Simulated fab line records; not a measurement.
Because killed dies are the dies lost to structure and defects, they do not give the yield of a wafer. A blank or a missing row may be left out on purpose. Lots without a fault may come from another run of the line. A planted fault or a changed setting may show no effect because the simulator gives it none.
fab line records | flow nandHarc | part 2 of 2: steps 5 to 6 of 6
record lots=22 | wafers=66 | lastDay=34
route steps=1302 shown A_STAIRCASE@808 A_SLIT@939 A_WL_FILL@953
lots with no fault: from the same line, run without faults
startH: hours from the record's first day to the start of the lot's first wafer shown | waitH: how many hours have passed since the lot's step before this one | " repeats the value in the row above | L1.1+2: several wafers, shown together as one row | - no value, or no start was given | * or withheld: withheld | < > ~ a bound
route shown NAME@n: a module of which the file shows steps, and the number in the route of the first | usual: average and standard deviation across the fault-free wafers | same: alike in all rows | chamber/n: place in a boat | sites: readings site by site | _std_site: the standard deviation of these | _edge_site: inner sites' mean taken away from outer sites' mean | radiusMm: how far each site lies from the wafer's centre | mask NAME#n: copy n | behind: the most recent tool/chamber to have shaped the wafer | hold: the reason the lot was held/the length of the hold in hours/how it ended | device: which transistor (n, p or np) failed to switch | end of line: the same wafers' tests at the end of the route | a step with no rows: only its recipe | killed: at the first sort, the dies lost to defects and structure; wafer yield is something else | map: a wafer's dies, x killed, . not, _ none there
set.NAME: the run value of the setting; set.NAME@STEP: its run value at that earlier step | model.NAME: the simulator's own value behind a step, which no gauge read
the route's steps for a sample of lots (tables are steps, rows are wafers)
services: when a tool's chamber went out of use (startH, in hours from the record's first day, below 0 if earlier), for how many hours, and the reason
## steps
# step NHARC_A_WL_FILL_ALD_10
# recipe targetThkA=500 | pulseTimeS=10 | aldCycles=500 | tempC=300 | material=SiO2
# usual heaterPowerW=455/40 | precursorPulseHeightRel=0.998/0.02
lot.wafer | tool     | chamber | startH | waitH | heaterPowerW | precursorPulseHeightRel | sinceWetCleanH
L074.3    | aldHk-03 | 1       | 468.79 | 0.0   | 419          | 1.001                   | 67
L074.2    | "        | 0       | 470.33 | 1.6   | 434          | 0.971                   | 69
L074.5    | "        | 2       | 471.36 | 2.6   | 440          | 1.007                   | -
L075.4    | aldHk-03 | 1       | 485.39 | 0.6   | 414          | 0.975                   | 84
L075.2    | "        | 2       | "      | "     | 440          | 0.999                   | 84
L075.1    | "        | 3       | "      | "     | 489          | 0.988                   | 85
L077.2    | aldHk-02 | 1       | 489.69 | 1.6   | 430          | 0.983                   | 132
L077.6    | "        | 2       | "      | "     | 469          | 1.004                   | -
L077.5    | "        | 3       | "      | "     | 432          | 0.974                   | -
L078.2    | aldHk-04 | 0       | 501.08 | 0.6   | 425          | 0.997                   | 58
L078.3    | "        | 2       | 502.13 | 1.6   | 451          | 1.007                   | 59
L078.6    | "        | 0       | 503.17 | 2.7   | 415          | 1.026                   | -
L079.3    | aldHk-03 | 2       | 510.78 | 0.0   | 445          | 1.004                   | 109
L079.1    | "        | 1       | 512.31 | 1.6   | 426          | 0.979                   | 111
L079.6    | "        | 3       | 513.32 | 2.6   | 481          | 1.008                   | -
L080.2    | aldHk-03 | 1       | 533.03 | 0.1   | 414          | 1.007                   | 132
L080.3    | "        | 0       | 534.56 | 1.6   | 432          | 1.023                   | 133
L080.5    | "        | 1       | "      | "     | 416          | 1.023                   | -
L081.3    | aldHk-04 | 3       | 553.06 | 1.1   | 469          | 1.048                   | 110
L081.5    | "        | 1       | 554.10 | 2.1   | 444          | 0.964                   | -
L081.6    | "        | 2       | "      | "     | 454          | 0.974                   | -
L083.2    | aldHk-02 | 1       | 565.88 | 1.1   | 440          | 0.997                   | 30
L083.6    | "        | 3       | 566.92 | 2.1   | 391          | 0.973                   | -
L083.5    | "        | 0       | "      | "     | 579          | 1.005                   | -
L082.4    | aldHk-04 | 3       | 573.50 | 1.1   | 452          | 0.993                   | 130
L082.2    | "        | 0       | "      | "     | 418          | 1.017                   | 131
L082.3    | "        | 1       | "      | "     | 460          | 0.987                   | 131
L084.1    | aldHk-02 | 2       | 577.52 | 0.5   | 458          | 0.985                   | 42
L084.2    | "        | 3       | "      | "     | 393          | 0.964                   | 42
L084.4    | "        | 0       | "      | "     | 567          | 1.001                   | 43
L085.1    | aldHk-03 | 0       | 585.57 | 1.1   | 473          | 1.013                   | 6
L085.3    | "        | 1       | "      | "     | 435          | 0.990                   | 6
L085.6    | "        | 2       | "      | "     | 456          | 1.021                   | -
L086.1    | aldHk-03 | 2       | 607.59 | 1.6   | 460          | 1.009                   | 28
L086.6    | "        | 3       | "      | "     | 489          | 1.025                   | -
L086.5    | "        | 0       | "      | "     | 460          | 0.968                   | -
L087.3    | aldHk-02 | 2       | 610.28 | 0.6   | 466          | 0.986                   | 74
L087.4    | "        | 0       | 611.31 | 1.6   | 584          | 0.976                   | 75
L087.6    | "        | 2       | 612.34 | 2.6   | 466          | 0.983                   | -
L088.3    | aldHk-04 | 0       | 610.84 | 1.1   | 414          | 0.955                   | 168
L088.5    | "        | 3       | 613.96 | 4.2   | 469          | 0.976                   | -
L088.6    | "        | 0       | 615.00 | 5.3   | 421          | 1.018                   | -
L091.1    | aldHk-03 | 3       | 625.27 | 0.1   | 499          | 1.016                   | 46
L091.2    | "        | 0       | "      | "     | 475          | 0.984                   | 46
L091.3    | "        | 1       | "      | "     | 420          | 1.003                   | 47
L089.4    | aldHk-04 | 2       | 629.77 | 1.4   | 402          | 0.987                   | 5
L089.3    | "        | 3       | "      | "     | 454          | 1.008                   | 5
L089.6    | "        | 0       | "      | "     | 433          | 0.987                   | -
L090.2    | aldHk-04 | 3       | 632.37 | 4.0   | 453          | 0.998                   | 7
L090.4    | "        | 1       | 633.42 | 5.1   | 491          | 0.977                   | 8
L090.5    | "        | 2       | "      | "     | 402          | 0.976                   | -
L092.4    | aldHk-03 | 3       | 650.82 | 0.6   | 517          | 0.976                   | 71
L092.6    | "        | 2       | 652.38 | 2.1   | 464          | 0.995                   | -
L092.5    | "        | 3       | "      | "     | 503          | 1.029                   | -
L094.1    | aldHk-04 | 2       | 658.98 | 0.1   | 416          | 1.014                   | 34
L094.2    | "        | 0       | 660.01 | 1.1   | 420          | 0.997                   | 35
L094.3    | "        | 1       | "      | "     | 478          | 0.972                   | 35
L095.4    | aldHk-03 | 3       | 680.47 | 0.0   | 495          | 1.031                   | 101
L095.6    | "        | 3       | 682.55 | 2.1   | 492          | 0.987                   | -
L095.5    | "        | 0       | "      | "     | 464          | 0.998                   | -
L097.2    | aldHk-02 | 3       | 704.85 | 0.1   | 399          | 0.992                   | 169
L097.3    | "        | 2       | 706.41 | 1.6   | 466          | 0.967                   | 170
L097.5    | "        | 0       | 707.45 | 2.6   | 566          | 1.008                   | -
L096.2    | aldHk-04 | 1       | 714.02 | 0.1   | 489          | 1.026                   | 89
L096.3    | "        | 2       | 715.03 | 1.1   | 416          | 1.006                   | 90
L096.6    | "        | 1       | 718.07 | 4.1   | 477          | 0.984                   | -
# step NHARC_A_WL_FILL_STRIP_29
# recipe timeS=20 | o2FlowSccm=500 | arFlowSccm=0 | biasW=0 | chemistry=O2
# usual drypumpMotorCurrentA=5.6/0.4 | oesProductAu=0.998/0.0093 | rfVppV=57.8/0.88 | showerheadPlenumPTorr=3.56/0.17 | throttleValvePct=17.037/0.0096
lot.wafer | tool       | chamber | startH | waitH | drypumpMotorCurrentA | oesProductAu | rfHoursCounterH | rfVppV | showerheadPlenumPTorr | throttleValvePct
L074.3    | rieDiel-12 | 3       | 473.52 | 0.1   | 5.2                  | 1.003        | 1.4             | 59.2   | 3.50                  | 17.047
L074.2    | "          | 1       | "      | "     | 4.7                  | 1.008        | 1.3             | 57.9   | 3.59                  | 17.044
L074.5    | "          | 3       | "      | "     | 5.2                  | 1.000        | -               | 56.6   | 3.50                  | 17.047
L075.1    | rieDiel-13 | 0       | 489.62 | 0.1   | 5.1                  | 0.998        | 3.1             | 58.5   | 3.55                  | 17.023
L075.2    | "          | 1       | "      | "     | 5.4                  | 0.983        | 2.6             | 56.9   | 3.78                  | 17.037
L075.4    | "          | 2       | "      | "     | 5.7                  | 0.982        | 3.0             | 57.9   | 3.33                  | 17.045
L077.2    | rieDiel-13 | 1       | 492.88 | 0.1   | 5.4                  | 0.997        | 2.7             | 57.9   | 3.78                  | 17.023
L077.5    | "          | 2       | "      | "     | 5.7                  | 0.990        | -               | 57.5   | 3.33                  | 17.036
L077.6    | "          | 3       | "      | "     | 5.8                  | 0.988        | -               | 59.8   | 3.76                  | 17.043
L078.2    | rieDiel-13 | 0       | 505.34 | 0.1   | 5.1                  | 1.016        | 3.3             | 58.7   | 3.55                  | 17.026
L078.3    | "          | 3       | "      | "     | 5.8                  | 0.996        | 3.5             | 58.6   | 3.76                  | 17.046
L078.6    | "          | 0       | "      | "     | 5.1                  | 1.010        | -               | 58.4   | 3.55                  | 17.048
L079.3    | rieDiel-13 | 1       | 515.49 | 0.1   | 5.4                  | 0.991        | 3.5             | 57.5   | 3.78                  | 17.040
L079.1    | "          | 2       | "      | "     | 5.7                  | 0.979        | 3.5             | 58.8   | 3.33                  | 17.033
L079.6    | "          | 1       | "      | "     | 5.4                  | 0.994        | -               | 59.6   | 3.78                  | 17.006
L080.3    | rieDiel-13 | 0       | 537.73 | 0.1   | 5.1                  | 0.988        | 0.5             | 56.0   | 3.55                  | 17.038
L080.2    | "          | 3       | "      | "     | 5.8                  | 1.002        | 0.3             | 57.9   | 3.76                  | 17.027
L080.5    | "          | 0       | "      | "     | 5.1                  | 0.989        | -               | 58.5   | 3.55                  | 17.044
L081.3    | rieDiel-13 | 1       | 556.82 | 0.1   | 5.4                  | 0.999        | 0.8             | 58.7   | 3.78                  | 17.052
L081.5    | "          | 3       | "      | "     | 5.8                  | 0.990        | -               | 57.6   | 3.76                  | 17.036
L081.6    | "          | 0       | "      | "     | 5.1                  | 0.995        | -               | 58.5   | 3.55                  | 17.053
L083.2    | rieDiel-09 | 0       | 569.61 | 0.1   | 5.9                  | 0.992        | 1.1             | 57.3   | 3.37                  | 17.036
L083.5    | "          | 1       | "      | "     | 6.2                  | 1.019        | -               | 56.7   | 3.58                  | 17.040
L083.6    | "          | 2       | "      | "     | 6.1                  | 0.997        | -               | 59.1   | 3.42                  | 17.041
L082.4    | rieDiel-12 | 3       | 577.71 | 0.1   | 5.1                  | 1.007        | 7.9             | 57.0   | 3.50                  | 17.033
L082.2    | "          | 0       | "      | "     | 5.7                  | 1.008        | 6.6             | 58.2   | 3.68                  | 17.022
L082.3    | "          | 2       | "      | "     | 5.7                  | 0.995        | 7.6             | 57.9   | 3.72                  | 17.030
L084.1    | rieDiel-09 | 2       | 582.22 | 0.1   | 6.1                  | 0.987        | 2.0             | 56.5   | 3.42                  | 17.046
L084.2    | "          | 3       | "      | "     | 5.5                  | 1.000        | 2.0             | 57.5   | 3.30                  | 17.037
L084.4    | "          | 0       | "      | "     | 5.9                  | 1.005        | 1.2             | 57.6   | 3.37                  | 17.036
L085.3    | rieDiel-09 | 0       | 589.28 | 0.1   | 5.9                  | 0.995        | 1.2             | 58.5   | 3.37                  | 17.047
L085.1    | "          | 1       | "      | "     | 6.2                  | 1.021        | 2.1             | 58.2   | 3.58                  | 17.020
L085.6    | "          | 3       | "      | "     | 5.5                  | 0.996        | -               | 56.9   | 3.30                  | 17.041
L086.1    | rieDiel-12 | 3       | 610.77 | 0.1   | 5.2                  | 1.000        | 9.6             | 58.1   | 3.49                  | 17.033
L086.6    | "          | 3       | "      | "     | 5.2                  | 0.991        | -               | 58.5   | 3.49                  | 17.035
L086.5    | "          | 0       | "      | "     | 5.7                  | 0.998        | -               | 58.9   | 3.68                  | 17.062
L087.3    | rieDiel-12 | 2       | 614.50 | 0.1   | 5.7                  | 0.989        | 9.4             | 58.1   | 3.72                  | 17.014
L087.4    | "          | 3       | "      | "     | 5.2                  | 0.995        | 9.7             | 58.4   | 3.49                  | 17.037
L087.6    | "          | 1       | "      | "     | 4.7                  | 0.999        | -               | 57.0   | 3.58                  | 17.044
L088.3    | rieDiel-13 | 1       | 617.71 | 0.1   | 5.4                  | 0.984        | 2.1             | 58.4   | 3.78                  | 17.046
L088.5    | "          | 2       | "      | "     | 5.7                  | 1.002        | -               | 56.7   | 3.33                  | 17.043
L088.6    | "          | 3       | "      | "     | 5.8                  | 0.989        | -               | 58.2   | 3.76                  | 17.022
L091.2    | rieDiel-13 | 3       | 630.01 | 0.1   | 5.8                  | 1.000        | 2.9             | 59.3   | 3.76                  | 17.033
L091.1    | "          | 0       | "      | "     | 5.1                  | 0.987        | 2.8             | 57.5   | 3.55                  | 17.037
L091.3    | "          | 1       | "      | "     | 5.4                  | 1.011        | 2.6             | 58.9   | 3.78                  | 17.050
L089.3    | rieDiel-13 | 1       | 633.50 | 0.1   | 5.4                  | 1.004        | 2.6             | 59.6   | 3.78                  | 17.040
L089.4    | "          | 3       | "      | "     | 5.8                  | 0.991        | 2.9             | 57.1   | 3.76                  | 17.021
L089.6    | "          | 2       | "      | "     | 5.7                  | 0.998        | -               | 56.9   | 3.33                  | 17.031
L090.2    | rieDiel-13 | 0       | 636.65 | 0.1   | 5.1                  | 1.000        | 2.8             | 57.1   | 3.55                  | 17.035
L090.4    | "          | 2       | "      | "     | 5.7                  | 0.992        | 2.7             | 58.3   | 3.33                  | 17.015
L090.5    | "          | 1       | "      | "     | 5.4                  | 1.000        | -               | 59.3   | 3.78                  | 17.040
L092.4    | rieDiel-09 | 0       | 655.06 | 0.1   | 5.9                  | 0.983        | 3.1             | 58.1   | 3.37                  | 17.025
L092.5    | "          | 0       | "      | "     | 5.9                  | 0.989        | -               | 58.1   | 3.37                  | 17.026
L092.6    | "          | 1       | "      | "     | 6.2                  | 1.004        | -               | 57.9   | 3.58                  | 17.025
L094.3    | rieDiel-09 | 2       | 663.72 | 0.1   | 6.1                  | 0.992        | 4.5             | 57.8   | 3.41                  | 17.027
L094.2    | "          | 3       | "      | "     | 5.5                  | 1.017        | 4.1             | 57.3   | 3.30                  | 17.047
L094.1    | "          | 0       | "      | "     | 5.9                  | 0.997        | 3.2             | 57.3   | 3.37                  | 17.032
L095.4    | rieDiel-09 | 2       | 685.25 | 0.1   | 6.1                  | 1.000        | 0.1             | 56.3   | 3.41                  | 17.034
L095.6    | "          | 3       | "      | "     | 5.5                  | 1.028        | -               | 57.4   | 3.30                  | 17.034
L095.5    | "          | 0       | "      | "     | 5.9                  | 0.999        | -               | 58.1   | 3.37                  | 17.046
L097.2    | rieDiel-12 | 2       | 709.61 | 0.1   | 5.8                  | 0.995        | 4.0             | 58.8   | 3.72                  | 17.043
L097.3    | "          | 3       | "      | "     | 5.1                  | 1.008        | 3.7             | 56.6   | 3.49                  | 17.037
L097.5    | "          | 0       | "      | "     | 5.7                  | 1.000        | -               | 58.2   | 3.68                  | 17.043
L096.2    | rieDiel-13 | 1       | 721.75 | 0.1   | 5.4                  | 0.991        | 0.2             | 58.4   | 3.78                  | 17.031
L096.3    | "          | 2       | "      | "     | 5.7                  | 0.993        | 0.3             | 57.2   | 3.32                  | 17.047
L096.6    | "          | 1       | "      | "     | 5.4                  | 0.988        | -               | 58.1   | 3.78                  | 17.037
## services
tool       | chamber | startH | hours | kind
rieDiel-04 | -       | 354.97 | 9.0   | pm
rieDiel-04 | -       | 365.64 | 0.3   | repair
rieDiel-13 | 2       | 379.69 | 4.1   | repair
harEtch-02 | -       | 380.05 | 17.0  | pm
rieDiel-05 | 0       | 386.85 | 20.6  | repair
rieDiel-13 | 1       | 403.31 | 17.0  | repair
rieDiel-05 | -       | 406.65 | 9.0   | pm
rieDiel-11 | -       | 432.64 | 9.0   | pm
rieDiel-05 | 2       | 452.12 | 16.0  | repair
rieDiel-13 | -       | 456.43 | 0.1   | repair
rieDiel-13 | 2       | 508.51 | 3.1   | repair
rieDiel-04 | 0       | 518.99 | 65.0  | repair
rieDiel-13 | -       | 519.00 | 9.0   | pm
rieDiel-04 | -       | 533.58 | 9.0   | pm
harEtch-02 | -       | 579.64 | 3.8   | repair
rieDiel-05 | -       | 583.65 | 9.0   | pm
harEtch-01 | -       | 584.36 | 2.1   | repair
rieDiel-11 | -       | 609.92 | 9.0   | pm
rieDiel-04 | -       | 617.11 | 0.4   | repair
rieDiel-04 | 1       | 661.86 | 9.7   | repair
rieDiel-04 | 3       | 678.08 | 5.6   | repair
rieDiel-05 | 0       | 710.05 | 15.1  | repair
rieDiel-04 | -       | 710.58 | 9.0   | pm
rieDiel-05 | 1       | 715.06 | 3.6   | repair
